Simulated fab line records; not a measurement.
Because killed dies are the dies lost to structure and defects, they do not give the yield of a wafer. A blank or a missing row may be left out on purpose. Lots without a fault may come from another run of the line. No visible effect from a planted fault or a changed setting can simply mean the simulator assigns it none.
Which tool is to blame? / flow n5_finfet / 9 lots with 27 wafers sampled at 4 steps, on a route of 1938 steps

WHAT EACH GAUGE READ, for each wafer
N5_MOL_CONTACT_COAG_CD_MEAS_08: the cd target is 28 nm.
lot=L206; measured=day 4 22:54; on=cd_sem-01; cd_nm (nm)=27.87 27.97 27.75
lot=L207; measured=day 5 04:44; on=cd_sem-02; cd_nm (nm)=27.68 28.00 27.95
lot=L209; measured=day 5 20:10; on=cd_sem-03; cd_nm (nm)=28.13 28.03 27.85
lot=L211; measured=day 6 09:50; on=cd_sem-02; cd_nm (nm)=28.33 28.04 27.92
lot=L212; measured=day 6 12:22; on=cd_sem-03; cd_nm (nm)=28.16 27.87 28.10
lot=L213; measured=day 6 18:16; on=cd_sem-03; cd_nm (nm)=28.40 28.00 28.13
lot=L221; measured=day 8 23:36; on=cd_sem-03; cd_nm (nm)=26.57 26.83 26.92
lot=L225; measured=day 9 18:52; on=cd_sem-01; cd_nm (nm)=28.05 28.64 27.86
lot=L228; measured=day 10 13:24; on=cd_sem-01; cd_nm (nm)=27.97 27.67 28.44

WHAT TOOL EACH LOT RAN ON (gives the tool, then ch and the chambers of the sampled wafers, and finally the start)
lot=L206; N5_GATE_CUT_VAPOR_ETCH_48=rie_metal-03 ch 0,1, day 4 19:28; N5_GATE_CUT_CMP_23=cmp-02 ch 1,2,3, day 4 21:31; N5_MOL_CONTACT_COAG_EXPOSE_05=euv_scanner-02 ch 0, day 4 22:46
lot=L207; N5_GATE_CUT_VAPOR_ETCH_48=rie_metal-02 ch 0,1, day 5 01:40; N5_GATE_CUT_CMP_23=cmp-02 ch 0,2,3, day 5 03:27; N5_MOL_CONTACT_COAG_EXPOSE_05=euv_scanner-02 ch 0, day 5 04:37
lot=L209; N5_GATE_CUT_VAPOR_ETCH_48=rie_metal-01 ch 0,1, day 5 15:28; N5_GATE_CUT_CMP_23=cmp-03 ch 0,1,2, day 5 18:47; N5_MOL_CONTACT_COAG_EXPOSE_05=euv_scanner-01 ch 0, day 5 20:02
lot=L211; N5_GATE_CUT_VAPOR_ETCH_48=rie_metal-02 ch 1, day 6 06:41; N5_GATE_CUT_CMP_23=cmp-03 ch 0,3, day 6 08:31; N5_MOL_CONTACT_COAG_EXPOSE_05=euv_scanner-01 ch 0, day 6 09:43
lot=L212; N5_GATE_CUT_VAPOR_ETCH_48=rie_metal-02 ch 1, day 6 09:16; N5_GATE_CUT_CMP_23=cmp-02 ch 0,1, day 6 11:04; N5_MOL_CONTACT_COAG_EXPOSE_05=euv_scanner-01 ch 0, day 6 12:14
lot=L213; N5_GATE_CUT_VAPOR_ETCH_48=rie_metal-03 ch 0, day 6 14:56; N5_GATE_CUT_CMP_23=cmp-03 ch 0,1, day 6 16:47; N5_MOL_CONTACT_COAG_EXPOSE_05=euv_scanner-02 ch 0, day 6 18:08
lot=L221; N5_GATE_CUT_VAPOR_ETCH_48=rie_metal-02 ch 0,1, day 8 19:28; N5_GATE_CUT_CMP_23=cmp-03 ch 0,1,3, day 8 22:16; N5_MOL_CONTACT_COAG_EXPOSE_05=euv_scanner-02 ch 0, day 8 23:28
lot=L225; N5_GATE_CUT_VAPOR_ETCH_48=rie_metal-02 ch 1, day 9 15:39; N5_GATE_CUT_CMP_23=cmp-02 ch 0,1,3, day 9 17:25; N5_MOL_CONTACT_COAG_EXPOSE_05=euv_scanner-01 ch 0, day 9 18:44
lot=L228; N5_GATE_CUT_VAPOR_ETCH_48=rie_metal-02 ch 0,1, day 10 09:53; N5_GATE_CUT_CMP_23=cmp-03 ch 0,3, day 10 11:59; N5_MOL_CONTACT_COAG_EXPOSE_05=euv_scanner-01 ch 0, day 10 13:16
- N5_GATE_CUT_VAPOR_ETCH_48: etches TiN in BCl3/Cl2.
- N5_GATE_CUT_CMP_23: polishes, stops on SiO2, t overpolish 23.4 s, target thk 16 nm.
- N5_MOL_CONTACT_COAG_EXPOSE_05: exposes mask CA, defocus 0 nm.

THE ANSWER, worked out from the rows above alone
Rule: what is usual is taken from the lots themselves. Put in order of their means at a reading, lots are off if they are a third of the lots or fewer, leave a main group of 4 or more, and stand apart from it by a gap of 3 or more times the standard deviation of the main group's means; of several such gaps the widest counts. A main group is skipped when, at the precision printed for the reading in the tables above, its means are all equal. A lot without any number at a reading at which 4 lots or more have one is off too. All remaining lots with rows at the step are treated as sound.
Off, at N5_MOL_CONTACT_COAG_CD_MEAS_08 on cd_nm: L221. Mean 28.03 nm and standard deviation 0.11 in the main group.
If a tool, at a process step before that reading, ran all the lots that are off and no sound lot after the first of them, it fits. Gauges at N5_MOL_CONTACT_COAG_CD_MEAS_08: tried the same way as those tools. This does not decide it: 2 tools fit, namely euv_scanner-02 at N5_MOL_CONTACT_COAG_EXPOSE_05 and cd_sem-03 at N5_MOL_CONTACT_COAG_CD_MEAS_08.

WHAT WAS PUT IN BY THE SIMULATOR
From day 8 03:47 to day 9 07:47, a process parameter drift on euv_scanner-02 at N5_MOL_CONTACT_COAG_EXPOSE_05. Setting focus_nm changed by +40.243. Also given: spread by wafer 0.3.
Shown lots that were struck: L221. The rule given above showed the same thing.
